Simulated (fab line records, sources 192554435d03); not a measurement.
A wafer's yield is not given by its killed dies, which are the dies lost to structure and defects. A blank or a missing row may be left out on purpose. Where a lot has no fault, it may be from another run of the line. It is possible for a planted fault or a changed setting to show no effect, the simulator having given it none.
Chamber matching ; flow n5Finfet ; 3 sister chambers for N5_BEOL_M11_PECVD_70 on pecvd-01
The step deposits SiO2 from TEOS/O2, target thk 20 nm, time 22.7 s. 14 wafers are shown with their chamber, then 7 later ones without.

EACH WAFER AND ITS CHAMBER
wafer;chamber;throttleValvePct (%);showerheadPlenumPTorr (Torr);chamberPressureTorr (Torr)
L074.2;1;23.1;8.72;5.506
L074.3;0;23.0;8.85;5.510
L074.5;0;22.9;8.84;5.506
L077.1;2;21.2;8.76;5.476
L077.2;0;22.9;8.82;5.494
L077.3;1;22.9;8.71;5.507
L084.2;2;21.0;8.72;5.489
L084.3;0;22.9;8.82;5.503
L084.6;0;22.8;8.83;5.515
L085.3;1;23.1;8.71;5.517
L085.5;0;23.2;8.81;5.503
L085.6;1;22.9;8.71;5.499
L092.2;2;21.4;8.75;5.490
L092.3;0;23.0;8.81;5.510

SIGNATURES (means of the wafers above)
reading;chamber 0;chamber 1;chamber 2;scatter within a chamber
throttleValvePct;22.957;23.000;21.200;0.141
showerheadPlenumPTorr;8.8257;8.7125;8.7433;0.0145
chamberPressureTorr;5.50586;5.50725;5.48500;0.00715
Rule: a wafer lies at a distance from a chamber equal to the root of the sum of squares, over the readings, of (its reading less the chamber's mean, divided by the reading's scatter). If the next closest chamber is less than 2 further off than the closest, the wafer can't be placed; otherwise it belongs to the closest. How the scatter is found: for the shown wafers, subtract from each reading the mean of its chamber, square and add these, divide the total by (wafers less chambers), then take the root.

WAFERS WITHOUT THEIR CHAMBER
wafer;throttleValvePct (%);showerheadPlenumPTorr (Torr);chamberPressureTorr (Torr)
L092.6;21.3;8.74;5.506
L094.2;22.9;8.71;5.502
L094.3;22.9;8.84;5.469
L094.4;22.9;8.82;5.470
L097.2;21.4;8.75;5.495
L097.4;21.2;8.75;5.488
L097.5;22.8;8.71;5.483

WHICH CHAMBER EACH ONE RAN IN
wafer;from the rows above;in truth
L092.6;2;2
L094.2;1;1
L094.3;0;0
L094.4;0;0
L097.2;2;2
L097.4;2;2
L097.5;1;1
Correct placement for 7 of the 7. Not placeable from these rows: 0. Placed wrongly: 0.
